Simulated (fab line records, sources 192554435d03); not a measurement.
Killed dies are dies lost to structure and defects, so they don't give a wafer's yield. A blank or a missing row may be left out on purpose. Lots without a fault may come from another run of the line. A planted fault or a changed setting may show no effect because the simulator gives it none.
One fault seen from 3 desks | flow n5_finfet | each desk has only its own numbers; what lay behind them comes last

THE DEFECT DESK
What the inspections along the route counted, lot by lot: means of the sampled wafers that have a number. A lot is out of limits, marked OUT, if its mean lies more than 4 standard deviations from the usual mean; the brackets give that distance.
Columns: A = raw_defect_count at N5_BEOL_M13_INSPECT_30, usual 1.9
lot  | first seen here | A
L986 | day 11 04:45    | 2.7
L987 | day 11 15:47    | 2.0
L988 | day 11 15:57    | 1.7
L992 | day 13 05:25    | 1.3
L996 | day 14 00:19    | 1.3
L997 | day 14 03:47    | 2.0
L100 | day 15 09:08    | 0.7
L101 | day 15 16:09    | 2.3
L103 | day 15 23:25    | 3.0
L102 | day 16 15:06    | 0.5
This desk's finding: nothing out of limits on any of the 10 lots.

THE METROLOGY DESK
What the gauges read, lot by lot, whatever tool the lot ran on: means of the sampled wafers that have a number. A lot is out of limits, marked OUT, if its mean lies more than 4 standard deviations from the usual mean; the brackets give that distance.
Columns: A = cd_nm at N5_BEOL_M13_CD_MEAS_28, usual 209.8 nm; B = trench_depth_nm at N5_BEOL_M13_OCD_MEAS_35, usual 414 nm; C = M13_THK at N5_BEOL_M13_THK_MEAS_50, usual 426 nm; D = M13_RS at N5_BEOL_M13_RS_MEAS_54, usual 0.0449 ohm/sq
lot  | first seen here | A     | B             | C             | D
L986 | day 11 04:41    | 208.4 | 410           | 421           | 0.0454
L987 | day 11 15:44    | 210.4 | 412           | 429           | 0.0448
L988 | day 11 15:54    | 209.4 | 411           | 422           | 0.0454
L992 | day 13 05:21    | 210.4 | 409           | 418           | 0.0455
L996 | day 14 00:16    | 209.4 | 408           | 423           | 0.0455
L997 | day 14 03:44    | 208.5 | 415           | 431           | 0.0446
L100 | day 15 09:04    | 209.9 | 420           | 431           | 0.0442
L101 | day 15 16:06    | 210.5 | 411           | 430           | 0.0450
L103 | day 15 23:22    | 208.4 | 498 (+15) OUT | 505 (+12) OUT | 0.0393 (-9.0) OUT
L102 | day 16 15:03    | 209.7 | 538 (+23) OUT | 550 (+19) OUT | 0.0361 (-14) OUT
This desk's finding: out of limits on L102, L103; first on L103, day 16 00:19 (trench_depth_nm at N5_BEOL_M13_OCD_MEAS_35). In limits: L986, L987, L988, L992, L996, L997, L100, L101.

THE TOOL OWNER'S DESK: rie_diel-01
The tool's own readings at N5_BEOL_M13_TRENCH_ETCH_34 (etches SiOC in C4F8/O2/Ar, target depth 413.47 nm, time 162.6 s): means of the sampled wafers that have a number, for each lot that ran on this tool. A lot is out of limits, marked OUT, if its mean lies more than 4 standard deviations from the usual mean; the brackets give that distance.
Columns: A = drypump_motor_current_A at N5_BEOL_M13_TRENCH_ETCH_34, usual 5.8 A; B = oes_product_au at N5_BEOL_M13_TRENCH_ETCH_34, usual 0.80 a.u.; C = rf_vpp_V at N5_BEOL_M13_TRENCH_ETCH_34, usual 666 V; D = showerhead_plenum_p_Torr at N5_BEOL_M13_TRENCH_ETCH_34, usual 3.44 Torr; E = throttle_valve_pct at N5_BEOL_M13_TRENCH_ETCH_34, usual 24.21 %
lot  | first seen here | A   | B    | C   | D    | E
L988 | day 11 16:23    | 6.6 | 0.69 | 663 | 3.35 | 24.13
L992 | day 13 05:50    | 5.9 | 0.83 | 666 | 3.44 | 24.23
L996 | day 14 00:46    | 6.3 | 0.73 | 668 | 3.50 | 24.34
L103 | day 16 00:09    | 6.3 | 0.91 | 669 | 3.53 | 24.11
L102 | day 16 15:32    | 6.0 | 0.90 | 667 | 3.48 | 24.30
This desk's finding: nothing out of limits on any of the 5 lots.

PUT TOGETHER
The metrology desk could have raised an alarm at day 16 00:19, on L102, L103.
The defect desk saw nothing out of limits.
The tool owner's desk saw nothing out of limits.
The defect desk has L102, L103 on record, within its limits.
The tool owner's desk has L102, L103 on record, within its limits.
Of the lots named, all ran N5_BEOL_M13_TRENCH_ETCH_34 on rie_diel-01.

WHAT THE SIMULATOR HAD PUT IN
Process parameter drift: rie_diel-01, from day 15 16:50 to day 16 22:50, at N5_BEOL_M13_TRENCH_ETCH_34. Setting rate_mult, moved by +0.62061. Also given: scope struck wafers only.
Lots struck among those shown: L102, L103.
Hours from the fault's start to each desk's first reading out of limits: the metrology desk, 7.
